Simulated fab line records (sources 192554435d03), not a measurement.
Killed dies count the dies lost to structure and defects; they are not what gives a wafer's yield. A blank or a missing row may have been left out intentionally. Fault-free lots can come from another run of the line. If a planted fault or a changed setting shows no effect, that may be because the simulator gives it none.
Lot-split experiment / flow n5 finfet / on a route of 1938 steps: 7 lots, 21 wafers read

THE SPLIT ITSELF
At N5_BEOL_M10_VIA_ETCH_34 (etches SiCOH lowk in C4F6/O2, target depth 184.5 nm, time 69.2 s), the setting time s was moved away from the recipe's 69.2 s on 8 of the 21 wafers read, by -21.4% to +22.2%. All remaining wafers had this setting at the recipe value.

Reading taken at the split's own step.

THE READING
SOC_of_BEOL_M10_COAT_63.thk nm (the simulator's own value, which no gauge read), in nm, at N5_BEOL_M10_VIA_ETCH_34 (etches SiCOH lowk in C4F6/O2, target depth 184.5 nm, time 69.2 s). The file gives no usual value for it. Average 92.0 nm, standard deviation 0.38 nm, over the 13 wafers here run with the recipe.

wafer=L079.1; tool, chamber at the split=rie diel-05, 3; time s as run, s=60.21; against the recipe=-13.0%; SOC_of_BEOL_M10_COAT_63.thk nm, nm=93.2; against lot-mates on the recipe=+0.9
wafer=L079.4; tool, chamber at the split=rie diel-05, 2; time s as run, s=69.2; against the recipe=recipe; SOC_of_BEOL_M10_COAT_63.thk nm, nm=92.2; against lot-mates on the recipe=-
wafer=L079.5; tool, chamber at the split=rie diel-05, 3; time s as run, s=69.2; against the recipe=recipe; SOC_of_BEOL_M10_COAT_63.thk nm, nm=92.4; against lot-mates on the recipe=-
wafer=L081.2; tool, chamber at the split=rie diel-03, 3; time s as run, s=69.2; against the recipe=recipe; SOC_of_BEOL_M10_COAT_63.thk nm, nm=91.6; against lot-mates on the recipe=-
wafer=L081.3; tool, chamber at the split=rie diel-03, 2; time s as run, s=69.2; against the recipe=recipe; SOC_of_BEOL_M10_COAT_63.thk nm, nm=91.4; against lot-mates on the recipe=-
wafer=L081.6; tool, chamber at the split=rie diel-03, 0; time s as run, s=77; against the recipe=+11.3%; SOC_of_BEOL_M10_COAT_63.thk nm, nm=90.8; against lot-mates on the recipe=-0.7
wafer=L083.1; tool, chamber at the split=rie diel-05, 0; time s as run, s=69.2; against the recipe=recipe; SOC_of_BEOL_M10_COAT_63.thk nm, nm=91.8; against lot-mates on the recipe=-
wafer=L083.3; tool, chamber at the split=rie diel-05, 1; time s as run, s=69.2; against the recipe=recipe; SOC_of_BEOL_M10_COAT_63.thk nm, nm=92.2; against lot-mates on the recipe=-
wafer=L083.5; tool, chamber at the split=rie diel-05, 1; time s as run, s=56.89; against the recipe=-17.8%; SOC_of_BEOL_M10_COAT_63.thk nm, nm=93.6; against lot-mates on the recipe=+1.6
wafer=L090.1; tool, chamber at the split=rie diel-02, 3; time s as run, s=69.2; against the recipe=recipe; SOC_of_BEOL_M10_COAT_63.thk nm, nm=92.2; against lot-mates on the recipe=-
wafer=L090.5; tool, chamber at the split=rie diel-02, 0; time s as run, s=84.59; against the recipe=+22.2%; SOC_of_BEOL_M10_COAT_63.thk nm, nm=90.8; against lot-mates on the recipe=-1.4
wafer=L090.6; tool, chamber at the split=rie diel-02, 3; time s as run, s=84.59; against the recipe=+22.2%; SOC_of_BEOL_M10_COAT_63.thk nm, nm=90.4; against lot-mates on the recipe=-1.8
wafer=L091.1; tool, chamber at the split=rie diel-05, 2; time s as run, s=69.2; against the recipe=recipe; SOC_of_BEOL_M10_COAT_63.thk nm, nm=92.4; against lot-mates on the recipe=-
wafer=L091.2; tool, chamber at the split=rie diel-05, 0; time s as run, s=54.42; against the recipe=-21.4%; SOC_of_BEOL_M10_COAT_63.thk nm, nm=93.4; against lot-mates on the recipe=+1.0
wafer=L091.5; tool, chamber at the split=rie diel-05, 0; time s as run, s=54.42; against the recipe=-21.4%; SOC_of_BEOL_M10_COAT_63.thk nm, nm=93.6; against lot-mates on the recipe=+1.2
wafer=L086.3; tool, chamber at the split=rie diel-02, 1; time s as run, s=69.2; against the recipe=recipe; SOC_of_BEOL_M10_COAT_63.thk nm, nm=91.2; against lot-mates on the recipe=-
wafer=L086.5; tool, chamber at the split=rie diel-02, 0; time s as run, s=69.2; against the recipe=recipe; SOC_of_BEOL_M10_COAT_63.thk nm, nm=92; against lot-mates on the recipe=-
wafer=L086.6; tool, chamber at the split=rie diel-02, 3; time s as run, s=78.18; against the recipe=+13.0%; SOC_of_BEOL_M10_COAT_63.thk nm, nm=90; against lot-mates on the recipe=-1.6
wafer=L092.4; tool, chamber at the split=rie diel-05, 0; time s as run, s=69.2; against the recipe=recipe; SOC_of_BEOL_M10_COAT_63.thk nm, nm=92; against lot-mates on the recipe=-
wafer=L092.5; tool, chamber at the split=rie diel-05, 3; time s as run, s=69.2; against the recipe=recipe; SOC_of_BEOL_M10_COAT_63.thk nm, nm=92.4; against lot-mates on the recipe=-
wafer=L092.6; tool, chamber at the split=rie diel-05, 2; time s as run, s=69.2; against the recipe=recipe; SOC_of_BEOL_M10_COAT_63.thk nm, nm=92.2; against lot-mates on the recipe=-

THE FIT
A straight line over all 21 wafers: SOC_of_BEOL_M10_COAT_63.thk nm changes by -0.0783 nm for each +1% of time s; r = -0.91; the points scatter about the line by 0.42 nm.
The same after taking each lot's own level away (the mean of its wafers on the recipe; 21 wafers): -0.0698 nm for each +1%; r = -0.95; scatter 0.28 nm.
Per that fit: largest time s move, reading shift of 1.6 nm.
The lots' own levels span 91.50 to 92.40 nm, that is 2.4 times the standard deviation above.
Hence the slope depends on the lot-to-lot level, as the two fits are not the same.
Check: -1.67 nm against its lot-mates is what the line predicts for one of the wafers moved furthest among these (+22.2%) when that wafer is left out of the fit. It came out at -1.4 nm against them.

OTHER SPLITS APPLIED TO THESE WAFERS
Before the reading, these wafers also passed through other splits. Each is held against what the fit with the lots' levels taken away leaves over:
other split on the same wafers=N5_BEOL_M7_COAT_05 spin rpm; wafers away from the commonest value=3; r with SOC_of_BEOL_M10_COAT_63.thk nm (lot level and that fit taken away)=-0.15
other split on the same wafers=N5_BEOL_M8_ETCH_65 source w; wafers away from the commonest value=5; r with SOC_of_BEOL_M10_COAT_63.thk nm (lot level and that fit taken away)=+0.13
other split on the same wafers=N5_BEOL_M8_TRENCH_ETCH_37 bias w; wafers away from the commonest value=5; r with SOC_of_BEOL_M10_COAT_63.thk nm (lot level and that fit taken away)=+0.22
other split on the same wafers=N5_BEOL_M9_ETCH_62 time s; wafers away from the commonest value=9; r with SOC_of_BEOL_M10_COAT_63.thk nm (lot level and that fit taken away)=-0.02
other split on the same wafers=N5_BEOL_M9_COAT_22 spin rpm; wafers away from the commonest value=5; r with SOC_of_BEOL_M10_COAT_63.thk nm (lot level and that fit taken away)=+0.15
other split on the same wafers=N5_BEOL_M10_EXPOSE_08 dose mj; wafers away from the commonest value=3; r with SOC_of_BEOL_M10_COAT_63.thk nm (lot level and that fit taken away)=+0.14
other split on the same wafers=N5_BEOL_M10_ETCH_62 time s; wafers away from the commonest value=5; r with SOC_of_BEOL_M10_COAT_63.thk nm (lot level and that fit taken away)=-0.09

THE WHOLE CHAIN: every reading that the file lists as answering this split, in the file's order
step=N5_BEOL_M10_VIA_ETCH_34; what it does=etches SiCOH lowk in C4F6/O2, target depth 184.5 nm, time 69.2 s; reading=etch.depth nm (the simulator's own value, which no gauge read); change (the file's fit)=+1.79 nm for each +1% of the setting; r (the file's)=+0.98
step=N5_BEOL_M10_VIA_ETCH_34; what it does=etches SiCOH lowk in C4F6/O2, target depth 184.5 nm, time 69.2 s; reading=SOC_of_BEOL_M10_COAT_63.thk nm (the simulator's own value, which no gauge read); change (the file's fit)=-0.0739 nm for each +1% of the setting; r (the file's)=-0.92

FILE'S OWN FIT
SOC_of_BEOL_M10_COAT_63.thk nm changes by -0.0739 nm for each +1% of time s, r = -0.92.
